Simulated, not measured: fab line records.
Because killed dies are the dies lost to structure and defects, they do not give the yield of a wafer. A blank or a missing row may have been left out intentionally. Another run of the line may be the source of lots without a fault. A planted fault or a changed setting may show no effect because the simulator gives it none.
fab line records -- flow nand_harc
record lots=10, wafers=30, last_day=32
route steps=1302 shown A_CHANNEL_HOLE_D1@463 END@1302
lots with no fault: from the same line, run without faults
start_h: start of the lot's first displayed wafer, in hours after the record's first day -- wait_h: hours since the lot's step before -- " repeats the value in the row above -- L1.1+2: a row that stands for several wafers -- - no value present, or no start provided -- * or withheld: withheld -- < > ~ a bound
route shown NAME@n: NAME is a module with steps in the file, n the number in the route of the first one -- usual: mean and standard deviation over wafers with no fault -- same: alike in all rows -- chamber/n: place in a boat -- sites: per-site readings -- _std_site: the standard deviation of these -- _edge_site: inner sites' mean taken away from outer sites' mean -- radius_mm: for every site, how far away it sits from the centre of the wafer -- mask NAME#n: copy n -- behind: the most recent tool/chamber to have shaped the wafer -- hold: why the lot went on hold/how many hours it stayed there/how the hold came to an end -- device: which transistor (n, p or np) failed to switch -- end of line: the route-end tests of the same wafers -- step lacking rows: just its recipe -- killed: count of dies lost to structure and defects at first sort (not the wafer's yield) -- map: a wafer's dies, marking killed ones x, the rest . and places with no die _
set.NAME: the setting the step ran with; set.NAME@STEP: the setting that earlier step ran with -- model.NAME: the simulator's own value behind a step, which no gauge read
the route's steps for a sample of lots (tables are steps, rows are wafers)
services: from which hour (start_h, from the record's first day; less than 0 if before it) a tool's chamber was out of use, for how many hours, and why
## steps
# step NHARC_A_CHANNEL_HOLE_D1_OVL_MEAS_11
# usual overlay_x_nm=0.1/0.75, overlay_y_nm=-0.3/0.9
lot.wafer,tool,chamber,start_h,wait_h,overlay_x_nm,overlay_y_nm
L468.1,overlay-02,-,247.50,-,0.9,-0.2
L468.4,overlay-02,-,247.50,-,0.9,-0.6
L468.6,overlay-02,-,247.50,-,0.9,-0.4
L470.1,overlay-02,-,250.61,-,0.1,-1.5
L470.2,overlay-02,-,250.61,-,0.7,-0.2
L470.6,overlay-02,-,250.61,-,-0.2,-0.8
L471.1,overlay-01,-,263.62,-,1.1,-0.7
L471.2,overlay-01,-,263.62,-,1.1,-0.1
L471.4,overlay-01,-,263.62,-,0.8,-0.3
L474.1,overlay-01,-,284.56,-,-1.4,-1.3
L474.2,overlay-01,-,284.56,-,-0.7,-1.9
L474.3,overlay-01,-,284.56,-,-1.0,-1.4
L476.3,overlay-01,-,299.31,-,1.7,-0.6
L476.4,overlay-01,-,299.31,-,1.4,-0.1
L476.6,overlay-01,-,299.31,-,1.3,-0.4
L477.3,overlay-01,-,314.70,-,-0.3,0.0
L477.4,overlay-01,-,314.70,-,0.0,0.0
L477.6,overlay-01,-,314.70,-,-0.6,0.0
L478.1,overlay-02,-,330.91,-,-0.3,0.4
L478.5,overlay-02,-,330.91,-,0.0,0.3
L478.6,overlay-02,-,330.91,-,-0.1,0.8
L481.4,overlay-01,-,350.38,-,0.7,0.2
L481.5,overlay-01,-,350.38,-,0.6,-0.1
L481.6,overlay-01,-,350.38,-,0.5,-0.8
L482.2,overlay-01,-,370.76,-,-0.2,-0.5
L482.4,overlay-01,-,370.76,-,0.3,-0.6
L482.5,overlay-01,-,370.76,-,-1.0,-0.2
L484.1,overlay-01,-,380.35,-,-1.0,-0.5
L484.2,overlay-01,-,380.35,-,-1.4,-0.5
L484.3,overlay-01,-,380.35,-,-0.7,0.5
# step NHARC_A_CHANNEL_HOLE_D1_ETCH_21
# recipe bias_v=3000, source_w=withheld, pressure_mtorr=20, time_s=514.3, ar_flow_sccm=375, c4f8_flow_sccm=89.3, o2_flow_sccm=35.7, temp_c=-20, target_depth_a=16000, chemistry=C4F8/O2/Ar
# usual c4f8_flow_sccm=89.25/0.28, chamber_pressure_mTorr=20.001/0.019, drypump_motor_current_A=6.36/0.22, showerhead_plenum_p_Torr=3.61/0.16, throttle_valve_pct=32.156/0.01
lot.wafer,tool,chamber,start_h,wait_h,c4f8_flow_sccm,chamber_pressure_mTorr,drypump_motor_current_A,rf_hours_counter_h,showerhead_plenum_p_Torr,throttle_valve_pct
L468.1,har_etch-02,0,249.38,0.3,89.08,19.996,6.47,341,3.48,32.149
L468.4,har_etch-02,1,249.38,0.3,88.94,19.990,5.99,-,3.40,32.152
L468.6,har_etch-02,1,249.38,0.3,89.22,20.008,5.97,-,3.40,32.162
L470.2,har_etch-02,0,253.46,0.3,89.30,20.002,6.49,345,3.48,32.160
L470.1,har_etch-02,1,253.46,0.3,88.84,19.986,6.00,345,3.40,32.152
L470.6,har_etch-02,0,253.46,0.3,89.53,19.974,6.49,-,3.48,32.162
L471.2,har_etch-02,1,267.17,0.3,89.29,19.983,6.00,352,3.40,32.123
L471.1,har_etch-02,0,267.17,0.3,89.08,19.998,6.51,352,3.47,32.157
L471.4,har_etch-02,1,267.17,0.3,89.41,19.984,5.99,-,3.40,32.159
L474.1,har_etch-02,0,286.69,0.5,89.57,19.986,6.47,364,3.47,32.139
L474.2,har_etch-02,0,286.69,0.5,89.35,20.004,6.47,-,3.47,32.158
L474.3,har_etch-02,0,286.69,0.5,89.00,20.021,6.49,-,3.47,32.151
L476.4,har_etch-02,0,303.09,0.3,89.12,20.000,6.46,-,3.46,32.166
L476.3,har_etch-02,1,303.09,0.3,89.52,19.997,5.95,-,3.93,32.152
L476.6,har_etch-02,1,303.09,0.3,89.75,20.015,5.96,-,3.93,32.158
L477.4,har_etch-01,0,316.55,0.3,89.03,20.013,6.45,-,3.67,32.154
L477.3,har_etch-01,1,316.55,0.3,89.49,19.990,6.53,-,3.59,32.167
L477.6,har_etch-01,0,316.55,0.3,89.17,20.005,6.50,-,3.67,32.154
L478.1,har_etch-02,0,332.77,0.3,88.89,19.997,6.51,395,3.45,32.155
L478.6,har_etch-02,0,332.77,0.3,89.20,20.015,6.47,-,3.45,32.155
L478.5,har_etch-02,1,332.77,0.3,89.55,19.995,5.98,-,3.92,32.155
L481.4,har_etch-02,0,353.96,0.3,89.22,20.010,6.54,-,3.44,32.169
L481.6,har_etch-02,1,353.96,0.3,89.50,19.994,5.99,-,3.92,32.145
L481.5,har_etch-02,0,353.96,0.3,89.92,20.026,6.48,-,3.44,32.157
L482.2,har_etch-02,0,374.91,0.3,89.46,19.951,6.49,0,3.93,32.184
L482.4,har_etch-02,1,374.91,0.3,88.89,19.998,5.99,-,3.91,32.159
L482.5,har_etch-02,1,374.91,0.3,89.21,20.011,6.00,-,3.91,32.151
L484.2,har_etch-02,1,383.26,0.3,89.56,20.006,5.96,8,3.91,32.152
L484.1,har_etch-02,0,383.26,0.3,89.45,20.001,6.45,8,3.93,32.151
L484.3,har_etch-02,1,383.26,0.3,89.55,19.965,5.97,-,3.91,32.163
# step NHARC_A_CHANNEL_HOLE_D1_ETCH_25
# recipe bias_v=5000, source_w=withheld, pressure_mtorr=20, time_s=1040.2, ar_flow_sccm=375, c4f8_flow_sccm=93.8, o2_flow_sccm=31.2, temp_c=-20, target_depth_a=15000, chemistry=C4F8/O2/Ar
# usual c4f8_flow_sccm=93.81/0.26, chamber_pressure_mTorr=20.000/0.02, drypump_motor_current_A=6.36/0.22, showerhead_plenum_p_Torr=3.60/0.16, throttle_valve_pct=32.235/0.0091
lot.wafer,tool,chamber,start_h,wait_h,c4f8_flow_sccm,chamber_pressure_mTorr,drypump_motor_current_A,rf_hours_counter_h,showerhead_plenum_p_Torr,throttle_valve_pct
L468.1,har_etch-02,0,251.90,0.7,-,-,-,-,-,-
L468.4,har_etch-02,1,251.90,0.7,-,-,-,-,-,-
L468.6,har_etch-02,1,251.90,0.7,-,-,-,-,-,-
L470.2,har_etch-02,0,255.92,0.6,-,-,-,-,-,-
L470.1,har_etch-02,1,255.92,0.6,-,-,-,-,-,-
L470.6,har_etch-02,0,255.92,0.6,-,-,-,-,-,-
L471.2,har_etch-02,1,269.64,0.6,-,-,-,-,-,-
L471.1,har_etch-02,0,269.64,0.6,-,-,-,-,-,-
L471.4,har_etch-02,1,269.64,0.6,-,-,-,-,-,-
L474.1,har_etch-02,0,291.64,1.3,94.11,20.012,6.49,369,3.46,32.241
L474.2,har_etch-02,0,291.64,1.3,93.97,19.996,6.47,-,3.46,32.233
L474.3,har_etch-02,0,291.64,1.3,93.97,19.984,6.51,-,3.46,32.227
L476.4,har_etch-02,0,305.71,0.7,93.67,20.019,6.51,-,3.46,32.243
L476.3,har_etch-02,1,305.71,0.7,93.85,20.012,6.01,-,3.93,32.229
L476.6,har_etch-02,1,305.71,0.7,93.89,20.000,6.00,-,3.93,32.225
L477.4,har_etch-01,0,319.15,0.7,93.58,20.007,6.47,-,3.66,32.233
L477.3,har_etch-01,1,319.15,0.7,93.63,19.978,6.54,-,3.58,32.215
L477.6,har_etch-01,0,319.15,0.7,93.77,19.976,6.46,-,3.66,32.244
L478.1,har_etch-02,0,335.23,0.6,93.81,20.050,6.45,398,3.45,32.223
L478.6,har_etch-02,0,335.23,0.6,93.70,20.002,6.47,-,3.45,32.236
L478.5,har_etch-02,1,335.23,0.6,93.90,19.983,5.97,-,3.92,32.219
L481.4,har_etch-02,0,356.66,0.7,93.85,20.004,6.47,-,3.44,32.247
L481.6,har_etch-02,1,356.66,0.7,93.87,19.969,6.01,-,3.91,32.249
L481.5,har_etch-02,0,356.66,0.7,93.83,20.018,6.46,-,3.44,32.251
L482.2,har_etch-02,0,377.38,0.6,93.62,20.004,6.49,3,3.93,32.241
L482.4,har_etch-02,1,377.38,0.6,93.92,20.014,5.99,-,3.91,32.231
L482.5,har_etch-02,1,377.38,0.6,93.69,19.994,5.99,-,3.91,32.241
L484.2,har_etch-02,1,385.73,0.6,93.74,20.006,6.00,11,3.90,32.246
L484.1,har_etch-02,0,385.73,0.6,93.56,20.007,6.48,11,3.92,32.245
L484.3,har_etch-02,1,385.73,0.6,93.81,20.004,6.00,-,3.90,32.246
# step NHARC_A_CHANNEL_HOLE_D1_ETCH_33
# recipe bias_v=400, source_w=2000, pressure_mtorr=25, time_s=90, ar_flow_sccm=375, c4f8_flow_sccm=41.7, o2_flow_sccm=83.3, temp_c=-20, target_depth_a=4000, chemistry=C4F8/O2/Ar
# usual bias_v=400/4, c4f8_flow_sccm=41.71/0.13, drypump_motor_current_A=6.37/0.22, showerhead_plenum_p_Torr=3.64/0.17, throttle_valve_pct=27.619/0.0096
lot.wafer,tool,chamber,start_h,wait_h,bias_v,c4f8_flow_sccm,drypump_motor_current_A,rf_hours_counter_h,showerhead_plenum_p_Torr,throttle_valve_pct
L468.1,har_etch-02,0,252.86,0.2,394,41.85,6.50,344,3.51,27.619
L468.4,har_etch-02,1,252.86,0.2,392,41.65,6.00,-,3.43,27.615
L468.6,har_etch-02,1,252.86,0.2,390,41.66,5.98,-,3.43,27.611
L470.2,har_etch-02,0,256.99,0.2,404,41.83,6.48,348,3.51,27.617
L470.1,har_etch-02,1,256.99,0.2,397,41.40,5.99,348,3.43,27.636
L470.6,har_etch-02,0,256.99,0.2,399,41.70,6.47,-,3.51,27.617
L471.2,har_etch-02,1,270.73,0.2,402,41.73,5.99,356,3.43,27.619
L471.1,har_etch-02,0,270.73,0.2,402,41.79,6.51,356,3.51,27.619
L471.4,har_etch-02,1,270.73,0.2,389,41.68,5.99,-,3.43,27.605
L474.1,har_etch-02,0,293.81,0.3,397,41.71,6.50,371,3.50,27.603
L474.2,har_etch-02,0,293.81,0.3,400,41.85,6.52,-,3.50,27.625
L474.3,har_etch-02,0,293.81,0.3,400,41.85,6.50,-,3.50,27.623
L476.4,har_etch-02,0,306.56,0.2,403,41.70,6.46,-,3.49,27.611
L476.3,har_etch-02,1,306.56,0.2,397,41.39,5.99,-,3.98,27.606
L476.6,har_etch-02,1,306.56,0.2,392,41.43,6.00,-,3.98,27.621
L477.4,har_etch-01,0,319.99,0.2,401,41.85,6.44,-,3.70,27.619
L477.3,har_etch-01,1,319.99,0.2,398,41.63,6.54,-,3.62,27.617
L477.6,har_etch-01,0,319.99,0.2,400,41.85,6.41,-,3.70,27.601
L478.1,har_etch-02,0,336.30,0.2,405,41.76,6.54,399,3.48,27.610
L478.6,har_etch-02,0,336.30,0.2,401,41.67,6.48,-,3.48,27.623
L478.5,har_etch-02,1,336.30,0.2,397,41.53,6.00,-,3.97,27.622
L481.4,har_etch-02,0,357.39,0.2,400,41.85,6.49,-,3.48,27.633
L481.6,har_etch-02,1,357.39,0.2,408,41.87,5.99,-,3.96,27.626
L481.5,har_etch-02,0,357.39,0.2,399,41.94,6.44,-,3.48,27.627
L482.2,har_etch-02,0,378.46,0.2,398,41.77,6.49,4,3.98,27.620
L482.4,har_etch-02,1,378.46,0.2,395,41.88,5.99,-,3.96,27.616
L482.5,har_etch-02,1,378.46,0.2,393,41.78,6.00,-,3.96,27.610
L484.2,har_etch-02,1,386.82,0.2,405,41.81,5.99,12,3.95,27.610
L484.1,har_etch-02,0,386.82,0.2,397,41.72,6.49,12,3.97,27.619
L484.3,har_etch-02,1,386.82,0.2,404,41.69,5.98,-,3.95,27.620
# step NHARC_A_CHANNEL_HOLE_D1_CD_MEAS_30
# usual cd_nm=89.8/1.4
lot.wafer,tool,chamber,start_h,wait_h,cd_nm
L468.1,cd_sem-03,-,254.40,-,0.9
L468.4,cd_sem-03,-,254.40,-,-0.2
L468.6,cd_sem-03,-,254.40,-,1.3
L470.1,cd_sem-02,-,258.54,-,-0.1
L470.2,cd_sem-02,-,258.54,-,-0.5
L470.6,cd_sem-02,-,258.54,-,0.3
L471.1,cd_sem-03,-,272.27,-,-0.3
L471.2,cd_sem-03,-,272.27,-,-0.1
L471.4,cd_sem-03,-,272.27,-,0.8
L474.1,cd_sem-03,-,295.54,-,91.6
L474.2,cd_sem-03,-,295.54,-,91.6
L474.3,cd_sem-03,-,295.54,-,90.3
L476.3,cd_sem-03,-,308.06,-,88.0
L476.4,cd_sem-03,-,308.06,-,91.5
L476.6,cd_sem-03,-,308.06,-,90.6
L477.3,cd_sem-01,-,321.48,-,89.6
L477.4,cd_sem-01,-,321.48,-,89.0
L477.6,cd_sem-01,-,321.48,-,90.4
L478.1,cd_sem-03,-,337.84,-,91.6
L478.5,cd_sem-03,-,337.84,-,91.1
L478.6,cd_sem-03,-,337.84,-,90.6
L481.4,cd_sem-03,-,358.84,-,89.3
L481.5,cd_sem-03,-,358.84,-,90.1
L481.6,cd_sem-03,-,358.84,-,89.5
L482.2,cd_sem-03,-,380.00,-,90.5
L482.4,cd_sem-03,-,380.00,-,89.6
L482.5,cd_sem-03,-,380.00,-,90.7
L484.1,cd_sem-03,-,388.37,-,90.0
L484.2,cd_sem-03,-,388.37,-,91.4
L484.3,cd_sem-03,-,388.37,-,92.1
# step NHARC_A_CHANNEL_HOLE_D1_XSEM_31
# recipe landing_energy_ev=35000
# usual bot_cd_nm=74.3/1.4, bow_nm=8.56/0.29, tilt_deg=0.07/0.041
lot.wafer,tool,chamber,start_h,wait_h,bot_cd_nm,bow_nm,tilt_deg
L468.1,xsem-01,0,254.48,0.1,0.1,0.20,0.06
L468.4,xsem-01,0,254.48,0.1,0.0,0.20,0.06
L468.6,xsem-01,0,254.48,0.1,0.9,0.20,0.06
L470.1,xsem-01,0,258.62,0.1,0.1,0.38,0.05
L470.2,xsem-01,0,258.62,0.1,0.0,0.38,0.05
L470.6,xsem-01,0,258.62,0.1,0.5,0.38,0.05
L471.1,xsem-02,0,272.36,0.1,0.0,0.85,0.11
L471.2,xsem-02,0,272.36,0.1,0.1,0.85,0.11
L471.4,xsem-02,0,272.36,0.1,0.6,0.84,0.11
L474.1,xsem-02,0,295.63,0.1,76.6,8.52,0.07
L474.2,xsem-02,0,295.63,0.1,76.6,8.51,0.07
L474.3,xsem-02,0,295.63,0.1,75.7,8.60,0.08
L476.3,xsem-02,0,308.16,0.1,73.2,8.31,0.12
L476.4,xsem-02,0,308.16,0.1,75.6,8.32,0.12
L476.6,xsem-02,0,308.16,0.1,74.8,8.34,0.12
L477.3,xsem-01,0,321.56,0.1,73.9,8.60,0.08
L477.4,xsem-01,0,321.56,0.1,74.0,8.56,0.08
L477.6,xsem-01,0,321.56,0.1,75.3,8.60,0.08
L478.1,xsem-01,0,337.92,0.1,76.0,8.37,0.09
L478.5,xsem-01,0,337.92,0.1,75.6,8.33,0.09
L478.6,xsem-01,0,337.92,0.1,74.3,8.38,0.09
L481.4,xsem-02,0,358.94,0.1,73.2,8.75,0.09
L481.5,xsem-02,0,358.94,0.1,74.3,8.71,0.09
L481.6,xsem-02,0,358.94,0.1,74.0,8.82,0.10
L482.2,xsem-02,0,380.09,0.1,75.6,9.02,0.10
L482.4,xsem-02,0,380.09,0.1,74.3,9.13,0.10
L482.5,xsem-02,0,380.09,0.1,75.6,8.96,0.10
L484.1,xsem-02,0,388.46,0.1,75.6,8.33,0.08
L484.2,xsem-02,0,388.46,0.1,76.0,8.31,0.08
L484.3,xsem-02,0,388.46,0.1,77.0,8.35,0.08
# step NHARC_END_SORT_01
# recipe temp_c=25
# usual killed_at_array=62/18, killed_at_other=0.9/1.2, killed_at_periphery=4.2/2.9, killed_dies=67/17, killed_open=3.6/1.9, killed_short=2.5/1.6
# same gross_dies=677
lot.wafer,tool,chamber,start_h,wait_h,killed_at_array,killed_at_other,killed_at_periphery,killed_dies,killed_open,killed_short
L468.1,prober-02,0,624.80,2.5,673,0,4,677,2,2
L468.4,prober-02,0,627.22,3.4,676,0,1,677,3,0
L468.6,prober-02,0,628.83,4.0,673,0,4,677,6,4
L470.1,prober-02,0,637.62,2.5,675,1,1,677,3,0
L470.2,prober-02,0,638.42,2.8,671,3,3,677,3,7
L470.6,prober-02,0,641.63,4.0,673,0,4,677,2,4
L471.1,prober-02,0,647.57,2.5,676,0,1,677,4,1
L471.2,prober-02,0,648.37,2.8,676,0,1,677,1,5
L471.4,prober-02,0,649.95,3.4,676,0,1,677,2,2
# killed by level:class
L468.1 A_CHANNEL_HOLE_D1:area_etch=593 A_CHANNEL_HOLE_D1:chamber_film_flake=28 A_SLIT:chamber_film_flake=24 A_CHANNEL_HOLE_D2:chamber_film_flake=15 A_WL_FILL:chamber_film_flake=3 A_WL_FILL:geometric_particle:short=2 P_STI:chamber_film_flake=2 P_GATE:chamber_film_flake=2
L468.4 A_CHANNEL_HOLE_D1:area_etch=583 A_CHANNEL_HOLE_D1:chamber_film_flake=39 A_SLIT:chamber_film_flake=28 A_CHANNEL_HOLE_D2:chamber_film_flake=13 A_CHANNEL_FILL_D1:chamber_film_flake=3 A_WL_FILL:chamber_film_flake=3 A_M1:chamber_film_flake=2 A_SOURCE_PLATE:geometric_particle:open=1
L468.6 A_CHANNEL_HOLE_D1:area_etch=584 A_SLIT:chamber_film_flake=31 A_CHANNEL_HOLE_D1:chamber_film_flake=29 A_CHANNEL_HOLE_D2:chamber_film_flake=13 A_M1:chamber_film_flake=5 A_CHANNEL_FILL_D1:geometric_particle:short=2 P_CONTACT:geometric_particle:open=1 P_M0:geometric_particle:open=1
L470.1 A_CHANNEL_HOLE_D1:area_etch=617 A_CHANNEL_HOLE_D1:chamber_film_flake=32 A_CHANNEL_HOLE_D2:chamber_film_flake=16 A_CHANNEL_FILL_D1:geometric_particle:open=2 A_DECK1_JOINT:chamber_film_flake=2 A_SLIT:chamber_film_flake=2 A_ONON_D2:geometric_particle:open=1 P_ZERO_WELL:chamber_film_flake=1
L470.2 A_CHANNEL_HOLE_D1:area_etch=618 A_CHANNEL_HOLE_D1:chamber_film_flake=23 A_CHANNEL_HOLE_D2:chamber_film_flake=16 A_M0:geometric_particle:short=2 A_SLIT:chamber_film_flake=2 A_CONTACT:chamber_film_flake=2 THIN_TSV:chamber_film_flake=2 P_M1:geometric_particle:open=1
L470.6 A_CHANNEL_HOLE_D1:area_etch=622 A_CHANNEL_HOLE_D1:chamber_film_flake=28 A_CHANNEL_HOLE_D2:chamber_film_flake=16 A_DECK1_JOINT:chamber_film_flake=2 A_CONTACT:chamber_film_flake=2 P_STI:geometric_particle:short=1 P_M0:geometric_particle:short=1 P_M1:geometric_particle:open=1
L471.1 A_CHANNEL_HOLE_D1:area_etch=604 A_SLIT:chamber_film_flake=38 A_CHANNEL_HOLE_D1:chamber_film_flake=25 A_M0:geometric_particle:open=2 A_STAIRCASE:chamber_film_flake=2 A_SGD_CUT:chamber_film_flake=2 P_GATE:geometric_particle:short=1 A_CHANNEL_HOLE_D1:geometric_particle:open=1
L471.2 A_CHANNEL_HOLE_D1:area_etch=601 A_CHANNEL_HOLE_D1:chamber_film_flake=37 A_SLIT:chamber_film_flake=28 A_CHANNEL_FILL_D1:geometric_particle:short=4 A_STAIRCASE:chamber_film_flake=2 A_CHANNEL_FILL_D2:geometric_particle:short=1 A_WL_FILL:geometric_particle:open=1 P_STI:chamber_film_flake=1
L471.4 A_CHANNEL_HOLE_D1:area_etch=604 A_CHANNEL_HOLE_D1:chamber_film_flake=34 A_SLIT:chamber_film_flake=28 A_SGD_CUT:chamber_film_flake=4 A_CONTACT:chamber_film_flake=2 A_ONON_D1:geometric_particle:short=1 A_CHANNEL_FILL_D1:geometric_particle:open=1 A_CHANNEL_FILL_D1:geometric_particle:short=1
## services
tool,chamber,start_h,hours,kind
har_etch-02,1,279.24,-,consumable_replace:showerhead
har_etch-02,1,279.24,17.0,scheduled_down
har_etch-02,1,279.24,17.0,vent_cycle
xsem-01,-,350.00,14.0,pm
har_etch-02,-,357.48,17.0,pm
har_etch-02,0,357.48,17.0,vent_cycle
har_etch-02,1,357.48,17.0,vent_cycle
har_etch-02,0,374.48,-,clean
har_etch-02,0,374.48,-,consumable_replace:esc
har_etch-02,0,374.48,-,consumable_replace:focus_ring
har_etch-02,0,374.48,-,consumable_replace:showerhead
har_etch-02,1,374.48,-,clean
har_etch-02,1,374.48,-,consumable_replace:esc
har_etch-02,1,374.48,-,consumable_replace:focus_ring
## key
first_sign step=NHARC_A_CHANNEL_HOLE_D1_ETCH_25, reading=tool_record, direction=missing
effect step=NHARC_A_CHANNEL_HOLE_D1_CD_MEAS_30, reading=cd_nm, direction=down, sigmas=66, usual=89.8, struck=0.2
effect step=NHARC_A_CHANNEL_HOLE_D1_XSEM_31, reading=bot_cd_nm, direction=down, sigmas=51, usual=74.3, struck=0.3
effect step=NHARC_END_SORT_01, reading=killed_dies, direction=up, sigmas=35, usual=67, struck=677
more_kills_born_at NHARC_A_CHANNEL_HOLE_D1_ETCH_25@har_etch-02=5426
met_at NHARC_A_CHANNEL_HOLE_D1_ETCH_25
struck_lots L468,L470,L471
later_rows_left_out L468.1,L468.4,L468.6,L470.1,L470.2,L470.6,L471.1,L471.2,L471.4
tester_left_out L468,L470,L471
not_acting_at NHARC_A_CHANNEL_HOLE_D1_OVL_MEAS_11,NHARC_A_CHANNEL_HOLE_D1_ETCH_21,NHARC_A_CHANNEL_HOLE_D1_ETCH_33
fault kind=skipped_step_whole, tool=har_etch-02, chamber=-, onset_h=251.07, steps=NHARC_A_CHANNEL_HOLE_D1_ETCH_25, scope=struck_lots_only
# tester_left_out: of these lots the tester's yield and bins aren't shown, on N5 and GAA mostly nor the transistor test; their killed dies are dies lost to structure and defects alone, not to doping, threshold or leakage, so they don't give the yield
# later_rows_left_out: the simulator's readings of these wafers behind a module that went badly wrong aren't trusted and aren't shown, but for the sort
